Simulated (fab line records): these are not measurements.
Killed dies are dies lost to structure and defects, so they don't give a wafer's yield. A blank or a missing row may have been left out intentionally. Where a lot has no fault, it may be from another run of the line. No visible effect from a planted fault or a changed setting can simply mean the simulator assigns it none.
Chamber matching -- flow n5 finfet -- N5_GATE_CUT_ETCH_19 on rie diel-04: 4 sister chambers
The step etches SiNx in CH3F/O2, target depth 53.7 nm, time 76.7 s. 20 wafers are shown with their chamber, then 10 later ones without.

## EACH WAFER AND ITS CHAMBER
wafer,chamber,showerhead plenum p Torr (Torr),drypump motor current A (A),rf vpp V (V)
L074.1,3,2.02,5.4,300
L074.2,1,2.07,5.6,293
L074.5,3,2.02,5.5,300
L078.4,2,1.94,5.6,295
L078.5,0,1.97,6.3,298
L078.6,1,2.07,5.6,295
L080.1,3,2.02,5.5,299
L080.4,0,1.97,6.3,297
L080.5,0,1.97,6.3,296
L086.3,2,1.93,5.7,293
L086.4,0,1.97,6.3,296
L086.5,3,2.01,5.5,298
L089.2,2,1.93,5.6,294
L089.3,1,2.06,5.5,294
L089.6,2,1.93,5.7,293
L090.1,1,2.06,5.6,293
L090.2,2,1.93,5.6,293
L090.6,2,1.93,5.6,294
L094.1,0,1.96,6.3,297
L094.5,2,1.93,5.6,294

SIGNATURES, as means of the wafers listed above
reading,chamber 0,chamber 1,chamber 2,chamber 3,scatter within a chamber
showerhead plenum p Torr,1.9680,2.0650,1.9314,2.0175,0.00461
drypump motor current A,6.300,5.575,5.629,5.475,0.0428
rf vpp V,296.80,293.75,293.71,299.25,0.856
Rule: a wafer lies at a distance from a chamber equal to the root of the sum of squares, over the readings, of (its reading less the chamber's mean, divided by the reading's scatter). If the next closest chamber is less than 2 further off than the closest, the wafer can't be placed; otherwise it belongs to the closest. The scatter: take each reading less its chamber's mean, square it, sum over the shown wafers, divide by the number of wafers less the number of chambers, and take the root.

## WAFERS WITHOUT THEIR CHAMBER
wafer,showerhead plenum p Torr (Torr),drypump motor current A (A),rf vpp V (V)
L094.6,1.96,6.3,297
L095.2,2.06,5.5,294
L095.5,1.96,6.3,297
L095.6,2.06,5.6,294
L096.1,1.93,5.6,295
L096.2,1.96,6.3,296
L096.3,2.06,5.6,294
L097.1,1.96,6.3,295
L097.2,2.01,5.5,299
L097.4,1.93,5.7,293

## CHAMBER TAKEN BY EACH
wafer,from the rows above,in truth
L094.6,0,0
L095.2,1,1
L095.5,0,0
L095.6,1,1
L096.1,2,2
L096.2,0,0
L096.3,1,1
L097.1,0,0
L097.2,3,3
L097.4,2,2
Placed correctly: 10 of 10. Not placeable from these rows: 0. Placed wrongly: 0.
